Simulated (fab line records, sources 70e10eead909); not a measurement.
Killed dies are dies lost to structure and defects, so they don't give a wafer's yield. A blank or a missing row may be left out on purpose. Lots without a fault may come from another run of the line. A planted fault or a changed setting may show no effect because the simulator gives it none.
Chamber matching | flow nand_harc | NHARC_A_CONTACT_ETCH_78 on rie_diel-09: 4 sister chambers
The step etches the open film in O2/COS, target depth 5300 nm, time 1378 s. 17 wafers are shown with their chamber, then 8 later ones without.

WAFERS WITH THEIR CHAMBER
wafer  | chamber | showerhead_plenum_p_Torr (Torr) | drypump_motor_current_A (A) | rf_vpp_V (V)
L159.1 | 3       | 3.30                            | 6.0                         | 316.9
L159.2 | 0       | 2.91                            | 5.3                         | 311.5
L159.3 | 1       | 3.17                            | 5.4                         | 315.5
L158.2 | 0       | 2.91                            | 5.3                         | 311.7
L158.4 | 3       | 3.30                            | 6.0                         | 316.1
L158.5 | 2       | 2.90                            | 5.2                         | 312.3
L160.4 | 1       | 3.17                            | 5.4                         | 314.2
L160.5 | 3       | 3.30                            | 6.0                         | 318.1
L160.6 | 2       | 2.90                            | 5.1                         | 311.2
L165.3 | 0       | 2.91                            | 5.3                         | 311.1
L165.6 | 1       | 3.16                            | 5.4                         | 314.2
L164.4 | 3       | 3.30                            | 6.0                         | 315.8
L164.6 | 1       | 3.16                            | 5.4                         | 313.9
L174.1 | 2       | 2.89                            | 5.1                         | 309.8
L174.4 | 3       | 3.29                            | 6.0                         | 316.9
L174.6 | 1       | 3.15                            | 5.4                         | 313.2
L177.2 | 1       | 3.15                            | 5.4                         | 315.6

SIGNATURES (means of the wafers above)
reading                  | chamber 0 | chamber 1 | chamber 2 | chamber 3 | scatter within a chamber
showerhead_plenum_p_Torr | 2.9100    | 3.1600    | 2.8967    | 3.2980    | 0.00648
drypump_motor_current_A  | 5.300     | 5.400     | 5.133     | 6.000     | 0.0226
rf_vpp_V                 | 311.433   | 314.433   | 311.100   | 316.760   | 0.917
Rule: a wafer's distance from a chamber is the root of the sum, over the readings, of the square of ((its reading less the chamber's mean) divided by the reading's scatter). The wafer belongs to the nearest chamber; if the next one is less than 2 further off, it can't be placed. The scatter: the root of (the sum of the squares of (reading less its chamber's mean) over the shown wafers, divided by (wafers less chambers)).

WAFERS WITHOUT THEIR CHAMBER
wafer  | showerhead_plenum_p_Torr (Torr) | drypump_motor_current_A (A) | rf_vpp_V (V)
L177.4 | 2.90                            | 5.3                         | 311.5
L177.6 | 3.29                            | 6.0                         | 317.8
L178.1 | 2.89                            | 5.1                         | 310.7
L178.3 | 3.28                            | 6.0                         | 316.2
L178.6 | 3.28                            | 6.0                         | 315.3
L179.1 | 2.89                            | 5.1                         | 311.3
L179.4 | 3.28                            | 6.0                         | 316.0
L179.5 | 2.89                            | 5.2                         | 310.3

WHICH CHAMBER EACH WENT THROUGH
wafer  | from the rows above | in truth
L177.4 | 0                   | 0
L177.6 | 3                   | 3
L178.1 | 2                   | 2
L178.3 | 3                   | 3
L178.6 | 3                   | 3
L179.1 | 2                   | 2
L179.4 | 3                   | 3
L179.5 | 2                   | 2
Placed correctly: 8 of 8. Can't be placed from these rows: 0. Placed wrongly: 0.
